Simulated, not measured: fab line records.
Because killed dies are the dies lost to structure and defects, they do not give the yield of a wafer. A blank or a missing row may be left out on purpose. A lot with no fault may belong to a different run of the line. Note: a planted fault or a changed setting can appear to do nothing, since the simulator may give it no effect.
Chamber matching / flow n5_finfet / 3 sister chambers for N5_BEOL_M10_ALD_74 on ald_metal-02
The step deposits TaN, target thk 2 nm, pulse time 2 s, purge time 3 s. 6 wafers are shown with their chamber, then 5 later ones without.

WAFERS WITH THEIR CHAMBER
wafer=L079.4; chamber=1; heater_power_w (W)=422; precursor_vessel_carrier_sccm (sccm)=995.9
wafer=L082.4; chamber=0; heater_power_w (W)=417; precursor_vessel_carrier_sccm (sccm)=998.9
wafer=L082.5; chamber=1; heater_power_w (W)=429; precursor_vessel_carrier_sccm (sccm)=998.1
wafer=L082.6; chamber=2; heater_power_w (W)=374; precursor_vessel_carrier_sccm (sccm)=1000.9
wafer=L088.2; chamber=2; heater_power_w (W)=373; precursor_vessel_carrier_sccm (sccm)=1000.7
wafer=L088.5; chamber=0; heater_power_w (W)=412; precursor_vessel_carrier_sccm (sccm)=1003.0

WAFERS WHOSE CHAMBER IS MISSING
wafer=L091.3; heater_power_w (W)=375; precursor_vessel_carrier_sccm (sccm)=1000.0
wafer=L091.4; heater_power_w (W)=408; precursor_vessel_carrier_sccm (sccm)=1000.9
wafer=L091.6; heater_power_w (W)=410; precursor_vessel_carrier_sccm (sccm)=999.4
wafer=L092.4; heater_power_w (W)=417; precursor_vessel_carrier_sccm (sccm)=999.9
wafer=L092.5; heater_power_w (W)=379; precursor_vessel_carrier_sccm (sccm)=1000.3

CHAMBER TAKEN BY EACH
wafer=L091.3; from the rows above=2; in truth=2
wafer=L091.4; from the rows above=0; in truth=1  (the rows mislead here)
wafer=L091.6; from the rows above=0; in truth=0
wafer=L092.4; from the rows above=can't be placed: 0 or 1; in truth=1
wafer=L092.5; from the rows above=2; in truth=2
Correctly placed: 3 of 5. Cannot be placed on the basis of these rows: 1; the candidates contain the true chamber in 1. Wrongly placed: 1.
How it was worked out, from the rows above alone: a wafer's distance from a chamber is the root of the sum, over the readings, of the square of ((its reading less the chamber's mean) divided by the reading's scatter). The wafer belongs to the nearest chamber; if the next one is less than 2 further off, it can't be placed. For every chamber, the mean is computed from those of its wafers that are shown. How the scatter is found: for the shown wafers, subtract from each reading the mean of its chamber, square and add these, divide the total by (wafers less chambers), then take the root.
